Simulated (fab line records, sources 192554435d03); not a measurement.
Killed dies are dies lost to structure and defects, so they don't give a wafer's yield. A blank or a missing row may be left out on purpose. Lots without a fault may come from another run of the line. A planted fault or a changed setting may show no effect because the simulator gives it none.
fab line records | flow n5_finfet
record lots=10 wafers=28 last_day=18
route steps=1938 shown MOL_CONTACT_COAG@547 BEOL_M4@1111 PASSIVATION@1936
lots that met no fault: from a run of the same line without faults
start_h: hours from the record's first day to the start of the lot's first wafer shown | wait_h: hours since the lot's step before | " the same as in the row above | L1.1+2: a row that stands for several wafers | - no value, or no start given | * or withheld: withheld | < > ~ a bound
route shown NAME@n: a module of which the file shows steps, and the number in the route of the first | usual: mean/standard deviation of fault-free wafers | same: alike in all rows | chamber/n: place in a boat | sites: the reading at each site | _std_site: their standard deviation | _edge_site: outer sites' mean less inner sites' | radius_mm: how far each site lies from the wafer's centre | mask NAME#n: copy n | behind: the tool/chamber that last shaped the wafer | hold: why the lot was held/for how many hours/how that ended | device: the transistor (n, p or np) that didn't switch | end of line: the same wafers' tests at the end of the route | a step without rows: its recipe alone | killed: dies lost to structure and defects at the first sort, not the wafer's yield | map: a wafer's dies, x killed, . not, _ none there
set.NAME: the setting as run; set.NAME@STEP: as run at that earlier step | model.NAME: the simulator's own value behind a step, which no gauge read
steps of the route over a sample of lots; a table a step, a row a wafer
services: from which hour (start_h, from the record's first day; less than 0 if before it) a tool's chamber was out of use, for how many hours, and why
## steps
# step N5_MOL_CONTACT_COAG_SPUTTER_143
# recipe material=Co target_thk_a=25 temp_c=25 chamber_pressure_pa=0.2
# usual substrate_temp_c=25.00/0.11 throttle_valve_pct=29.7/1.1
# columns lot.wafer tool chamber start_h wait_h substrate_temp_c throttle_valve_pct
L554.1 pvd_sputter-03 - 92.54 0.0 24.97 30.7
L554.4 " - " " 24.92 28.8
L554.5 " - " " 24.99 29.1
L555.2 pvd_sputter-02 - 96.10 0.0 25.01 29.6
L555.3 " - " " 25.08 27.2
L555.6 " - " " 24.82 29.7
L556.2 pvd_sputter-01 - 104.80 0.0 24.89 29.8
L556.4 " - " " 25.20 31.2
L556.6 " - " " 25.17 30.7
L558.2 pvd_sputter-01 - 114.10 0.0 25.12 29.9
L558.3 " - " " 24.92 29.3
L558.4 " - " " 24.95 27.7
L560.2 pvd_sputter-03 - 123.48 0.0 25.04 29.3
L560.3 " - " " 24.75 31.1
L560.4 " - " " 25.24 29.0
L565.4 pvd_sputter-02 - 160.66 0.1 24.89 30.1
L565.5 " - " " 25.07 29.8
L567.4 pvd_sputter-02 - 167.83 0.1 25.03 31.0
L567.6 " - " " 25.11 30.3
L572.2 pvd_sputter-01 - 197.51 0.0 25.07 29.7
L572.4 " - " " 25.07 29.1
L572.6 " - " " 25.12 29.8
L574.2 pvd_sputter-03 - 209.55 0.0 24.90 28.7
L574.3 " - " " 25.07 31.1
L574.4 " - " " 25.02 30.7
L577.2 pvd_sputter-02 - 227.60 0.0 24.96 27.5
L577.3 " - " " 25.09 31.0
L577.5 " - " " 25.03 31.0
# step N5_MOL_CONTACT_COAG_ANNEAL_113
# recipe temp_c=400 time_s=300 ambient=H2/N2
# usual lamp_power_pct=2.79/0.22 wafer_temp_C_max=401.5/0.48
# same time_s=300
# columns lot.wafer tool chamber start_h wait_h lamp_power_pct wafer_temp_C_max
L554.1 rtp_anneal-02 0 93.30 0.3 2.98 401.9
L554.4 " 0 " " 2.98 401.2
L554.5 " 0 " " 2.98 401.7
L555.2 rtp_anneal-02 0 96.99 0.5 2.98 402.2
L555.3 " 0 " " 2.98 401.8
L555.6 " 0 " " 2.98 402.0
L556.2 rtp_anneal-02 0 105.82 0.6 2.98 401.8
L556.4 " 0 " " 2.98 401.9
L556.6 " 0 " " 2.98 401.7
L558.2 rtp_anneal-01 0 115.10 0.6 2.53 400.7
L558.3 " 0 " " 2.52 400.5
L558.4 " 0 " " 2.53 400.3
L560.2 rtp_anneal-02 0 124.43 0.5 2.98 401.2
L560.3 " 0 " " 2.98 401.5
L560.4 " 0 " " 2.98 401.4
L565.4 rtp_anneal-01 0 161.94 0.6 2.52 400.7
L565.5 " 0 " " 2.53 401.2
L567.4 rtp_anneal-02 0 168.97 0.5 2.98 401.3
L567.6 " 0 " " 2.98 401.3
L572.2 rtp_anneal-02 0 198.46 0.5 2.98 401.5
L572.4 " 0 " " 2.98 402.1
L572.6 " 0 " " 2.98 401.8
L574.2 rtp_anneal-02 0 210.57 0.6 2.98 401.7
L574.3 " 0 " " 2.98 401.8
L574.4 " 0 " " 2.97 401.9
L577.2 rtp_anneal-02 0 228.64 0.6 2.98 402.4
L577.3 " 0 " " 2.98 401.2
L577.5 " 0 " " 2.98 401.2
# step N5_MOL_CONTACT_COAG_OVL_MEAS_85
# recipe points_per_wafer=522
# usual VG_OVL=-0.2/0.82
# columns lot.wafer tool chamber start_h wait_h VG_OVL[nm]
L554.1 overlay-01 0 100.89 0.0 0.3
L554.4 " 0 " " -0.8
L554.5 " 0 " " 0.5
L555.2 overlay-02 0 103.60 0.0 -0.1
L555.3 " 0 " " 0.1
L555.6 " 0 " " -0.1
L556.2 overlay-02 0 111.33 0.0 -1.2
L556.4 " 0 " " -1.5
L556.6 " 0 " " -2.8
L558.2 overlay-02 0 121.32 0.0 -0.7
L558.3 " 0 " " -1.0
L558.4 " 0 " " -1.1
L560.2 overlay-02 0 130.62 0.0 -0.8
L560.3 " 0 " " -0.4
L560.4 " 0 " " -0.4
L565.4 overlay-02 0 167.52 0.0 -0.4
L565.5 " 0 " " -1.8
L567.4 overlay-02 0 175.37 0.0 -2.2
L567.6 " 0 " " -0.5
L572.2 overlay-02 0 205.29 0.0 -0.4
L572.4 " 0 " " -1.5
L572.6 " 0 " " -0.5
L574.2 overlay-01 0 216.87 0.0 0.6
L574.3 " 0 " " -0.1
L574.4 " 0 " " 0.3
L577.2 overlay-01 0 235.83 0.0 0.4
L577.3 " 0 " " 0.3
L577.5 " 0 " " 1.0
# step N5_MOL_CONTACT_COAG_ALD_131
# recipe material=SiO2 target_thk_a=50 temp_c=100 ald_precursor_family=BDEAS ald_co_reactant=O2-plasma pulse_time_s=1 co_reactant_pulse_time_s=1 purge_time_s=2 co_reactant_purge_time_s=2 ald_cycles=35 pressure_torr=2
# usual ald_cycles=35/0 heater_power_w=80/7.9 precursor_pulse_height_rel=1.001/0.021
# same co_reactant_purge_time_s=2
# columns lot.wafer tool chamber start_h wait_h ald_cycles heater_power_w precursor_pulse_height_rel
L554.1 ald_sin-02 0 101.16 0.1 35 75 1.006
L554.4 " 2 " " 35 78 0.968
L554.5 " 3 " " 35 92 1.006
L555.2 ald_sin-02 3 103.82 0.1 35 91 1.017
L555.3 " 0 " " 35 77 1.020
L555.6 " 1 " " 35 70 0.964
L556.2 ald_sin-03 0 111.55 0.1 35 74 0.992
L556.4 " 2 " " 35 79 1.006
L556.6 " 2 " " 35 80 0.987
L558.2 ald_sin-04 1 121.55 0.1 35 86 1.033
L558.3 " 2 " " 35 81 0.996
L558.4 " 1 " " 35 86 1.030
L560.2 ald_sin-02 3 130.95 0.1 35 94 0.990
L560.3 " 2 " " 35 79 1.001
L560.4 " 0 " " 35 76 1.006
L565.4 ald_sin-02 2 167.73 0.0 55 78 1.000
L565.5 " 3 " " 55 95 1.016
L567.4 ald_sin-02 0 175.67 0.1 55 75 1.015
L567.6 " 2 " " 35 79 1.005
L572.2 ald_sin-03 0 205.69 0.1 35 78 1.020
L572.4 " 3 " " 35 84 1.047
L572.6 " 2 " " 35 77 0.984
L574.2 ald_sin-03 0 217.19 0.1 35 75 0.994
L574.3 " 3 " " 35 83 0.986
L574.4 " 1 " " 35 96 1.044
L577.2 ald_sin-04 3 236.32 0.1 35 64 0.997
L577.3 " 1 " " 35 86 1.018
L577.5 " 2 " " 35 79 0.981
# step N5_BEOL_M4_RC_MEAS_101
# usual DIBL_N=36.5/1.4 DIBL_P=36.9/1.7 IOFF_N=0.163/0.023 IOFF_P=0.22/0.032 ION_N=673/9 ION_P=462/7.5 SS_N=71.6/0.54 SS_P=73.4/0.62 VT_N=249.8/2.8 VT_P=-250/3.5
# columns lot.wafer tool chamber start_h wait_h DIBL_N[mV/V] DIBL_P[mV/V] IOFF_N[nA/um] IOFF_P[nA/um] ION_N[uA/um] ION_P[uA/um] SS_N[mV/dec] SS_P[mV/dec] VT_N[mV] VT_P[mV]
L554.1 prober-02 0 164.82 0.0 35.6 35.4 0.143 0.19 663 459 71.8 73.3 252.3 -255
L554.4 " 0 " " 36.6 36.4 0.167 0.20 665 450 72.1 73.2 249.5 -253
L554.5 " 0 " " 35.5 35.4 0.149 0.19 674 461 71.7 72.7 251.7 -255
L555.2 prober-01 0 167.30 0.2 35.0 35.9 0.143 0.21 657 457 71.2 73.6 253.3 -248
L555.3 " 0 " " 37.3 38.7 0.184 0.26 680 468 71.9 74.2 247.2 -245
L555.6 " 0 " " 36.1 37.2 0.163 0.23 663 460 72.0 73.8 250.5 -249
L556.2 prober-02 0 182.56 0.2 36.8 36.5 0.161 0.26 684 479 71.6 73.5 249.2 -243
L556.4 " 0 " " 37.5 36.5 0.173 0.25 680 475 72.0 73.7 247.9 -248
L556.6 " 0 " " 38.1 37.9 0.186 0.29 689 482 71.9 73.7 245.9 -244
L558.2 prober-01 0 188.16 0.2 37.6 36.9 0.182 0.29 679 470 71.9 72.8 247.3 -242
L558.3 " 0 " " 37.0 35.2 0.159 0.25 663 466 72.1 73.0 249.2 -245
L558.4 " 0 " " 36.0 35.0 0.147 0.25 675 472 71.5 72.7 251.0 -243
L560.2 prober-01 0 197.64 0.2 35.7 35.3 0.135 0.19 663 459 71.3 73.8 253.6 -253
L560.3 " 0 " " 37.9 38.6 0.182 0.24 680 464 71.5 74.6 247.2 -248
L560.4 " 0 " " 37.6 37.6 0.172 0.22 689 470 71.0 74.1 249.3 -251
L567.6 prober-02 0 251.41 0.8 38.2 36.8 0.174 0.20 683 454 71.9 73.5 248.8 -253
L572.2 prober-01 0 280.63 0.2 37.0 38.6 0.158 0.21 673 466 71.4 73.5 249.6 -250
L572.4 " 0 " " 38.6 40.0 0.175 0.22 676 457 72.2 73.9 251.9 -253
L572.6 " 0 " " 38.9 39.9 0.186 0.23 676 459 72.4 74.1 250.7 -251
L574.2 prober-02 0 282.28 0.2 37.8 39.6 0.191 0.22 679 457 71.9 74.2 247.5 -252
L574.3 " 0 " " 35.1 36.1 0.142 0.17 671 448 71.0 73.7 251.1 -258
L574.4 " 0 " " 34.4 35.9 0.128 0.17 656 454 70.8 73.8 255.7 -254
L577.2 prober-02 0 303.82 0.2 37.3 36.0 0.184 0.25 675 464 71.8 73.7 246.7 -246
L577.3 " 0 " " 38.3 37.0 0.213 0.29 673 460 71.7 74.9 245.4 -246
L577.5 " 0 " " 37.7 35.6 0.183 0.25 673 462 72.7 74.1 249.9 -247
# step N5_PASSIVATION_PROBE_49
# usual defect_limited_yield=91.2/1.4 killed_at_M0_to_M3=35/11 killed_at_M4_up=12/4.2 killed_at_contacts=13/5.6 killed_at_front_end=40/12 killed_at_other=3.3/2.6 killed_dies=103/17 killed_on_rim=14/4.5 killed_open=68/12 killed_short=34/7.6 sort_bin_5_function=5.1/0.95 sort_bin_6_memory=3.3/0.68 sort_n_pass=1077/17 sort_yield_pct=91.2/1.4
# same gross_dies=1180 killed_at_back_side=0 sort_bin_4_leakage[%]=0 sort_bin_8_speed[%]=0
# columns lot.wafer tool chamber start_h wait_h defect_limited_yield[%] killed_at_M0_to_M3 killed_at_M4_up killed_at_contacts killed_at_front_end killed_at_other killed_dies killed_on_rim killed_open killed_short sort_bin_5_function[%] sort_bin_6_memory[%] sort_n_pass sort_yield_pct[%]
L558.2 prober-01 - 298.15 0.1 90.1 47 12 23 33 2 117 16 72 41 6.1 3.0 1063 90.1
L558.3 prober-01 - 298.20 0.1 91.9 33 13 22 23 4 95 9 60 31 4.5 3.2 1085 91.9
L558.4 prober-01 - 298.25 0.2 90.4 30 13 27 42 1 113 21 58 53 5.7 3.6 1067 90.4
L565.4 prober-01 - 351.25 0.2 0 36 6 1085 48 5 1180 152 73 34 96.8 2.7 0 0
L565.5 prober-01 - 351.30 0.2 0 42 12 1070 51 5 1180 152 71 42 96.5 3.1 0 0
L567.4 prober-01 - 351.55 0.5 0 18 13 1128 20 1 1180 152 40 30 97.1 2.6 0 0
L567.6 prober-01 - 351.65 0.6 90.0 46 15 25 29 3 118 17 85 33 4.8 4.6 1062 90.0
# killed by level:class
L558.2 MOL_CONTACT_COAG:geometric_particle:open=19 BEOL_M0_SAQP:geometric_particle:short=13 BEOL_M3:geometric_particle:open=9 BEOL_M2:geometric_particle:open=7 BEOL_M0_SAQP:geometric_particle:open=5 FIN_SAQP:geometric_particle:short=4 DUMMY_GATE:geometric_particle:open=4 MOL_CONTACT_COAG:geometric_particle:short=4
L558.3 MOL_CONTACT_COAG:geometric_particle:open=14 BEOL_M3:geometric_particle:open=12 MOL_CONTACT_COAG:geometric_particle:short=8 GATE_CUT:geometric_particle:short=6 BEOL_M2:geometric_particle:open=6 BEOL_M0_SAQP:geometric_particle:short=4 BEOL_M4:geometric_particle:open=4 BEOL_M0_SAQP:geometric_particle:open=3
L558.4 MOL_CONTACT_COAG:geometric_particle:open=14 FIN_SAQP:geometric_particle:short=13 MOL_CONTACT_COAG:geometric_particle:short=13 BEOL_M0_SAQP:geometric_particle:short=11 FIN_SAQP:geometric_particle:open=8 BEOL_M0_SAQP:geometric_particle:open=8 STI_FIN_REVEAL:geometric_particle:open=4 GATE_CUT:geometric_particle:short=4
L565.4 MOL_CONTACT_COAG:area_ald=1073 FIN_SAQP:geometric_particle:open=11 STI_FIN_REVEAL:geometric_particle:open=10 MOL_CONTACT_COAG:geometric_particle:open=9 FIN_SAQP:geometric_particle:short=8 BEOL_M2:geometric_particle:open=8 BEOL_M0:geometric_particle:open=7 GATE_CUT:geometric_particle:short=6
L565.5 MOL_CONTACT_COAG:area_ald=1066 FIN_SAQP:geometric_particle:short=14 FIN_SAQP:geometric_particle:open=11 STI_FIN_REVEAL:geometric_particle:open=11 BEOL_M2:geometric_particle:open=10 BEOL_M0_SAQP:geometric_particle:open=6 BEOL_M0_SAQP:geometric_particle:short=6 BEOL_M4:geometric_particle:open=6
L567.4 MOL_CONTACT_COAG:area_ald=1110 MOL_CONTACT_COAG:geometric_particle:open=14 GATE_CUT:geometric_particle:short=5 BEOL_M5:geometric_particle:open=5 STI_FIN_REVEAL:geometric_particle:open=4 ILD0:geometric_particle:short=4 BEOL_M2:geometric_particle:short=4 MOL_CONTACT_COAG:geometric_particle:short=4
L567.6 MOL_CONTACT_COAG:geometric_particle:open=21 BEOL_M2:geometric_particle:open=14 BEOL_M0_SAQP:geometric_particle:open=10 STI_FIN_REVEAL:geometric_particle:open=8 BEOL_M4:geometric_particle:open=8 BEOL_M0_SAQP:geometric_particle:short=7 BEOL_M3:geometric_particle:open=5 FIN_SAQP:geometric_particle:short=4
## services
# columns tool chamber start_h hours kind
ald_sin-03 - 86.27 14.0 pm
ald_sin-03 0 86.27 14.0 vent_cycle
ald_sin-03 1 86.27 14.0 vent_cycle
ald_sin-03 2 86.27 14.0 vent_cycle
ald_sin-03 3 86.27 14.0 vent_cycle
ald_sin-04 - 87.09 0.4 repair
ald_sin-03 0 100.27 - clean
ald_sin-03 1 100.27 - clean
ald_sin-03 2 100.27 - clean
ald_sin-03 3 100.27 - clean
pvd_sputter-03 - 102.19 3.2 repair
ald_sin-04 - 103.29 4.3 pm
ald_sin-03 - 126.31 2.5 repair
ald_sin-04 2 133.92 6.5 repair
ald_sin-04 - 148.08 6.1 pm
ald_sin-04 1 167.78 6.5 repair
ald_sin-03 2 216.08 16.4 repair
ald_sin-02 2 226.08 7.9 repair
## key
first_sign step=N5_MOL_CONTACT_COAG_ALD_131 reading=ald_cycles direction=up sigmas=99+ usual=* struck=*
effect step=N5_PASSIVATION_PROBE_49 reading=killed_at_contacts direction=up sigmas=99+ usual=13 struck=1094
more_kills_born_at N5_MOL_CONTACT_COAG_ALD_131@ald_sin-02=3249
met_at N5_MOL_CONTACT_COAG_ALD_131
struck_lots L565,L567
struck_wafers L565.4,L565.5,L567.4
later_rows_left_out L565.4,L565.5,L567.4
not_acting_at N5_MOL_CONTACT_COAG_SPUTTER_143,N5_MOL_CONTACT_COAG_ANNEAL_113,N5_MOL_CONTACT_COAG_OVL_MEAS_85
onset_between 130.95 167.73
fault kind=process_parameter_drift tool=ald_sin-02 chamber=- onset_h=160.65 steps=N5_MOL_CONTACT_COAG_ALD_131 channel=ald_cycles offset=* shape=step end_h=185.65 scope=struck_wafers_only acts_in=* stated=*
# later_rows_left_out: the simulator's readings of these wafers behind a module that went badly wrong aren't trusted and aren't shown, but for the sort
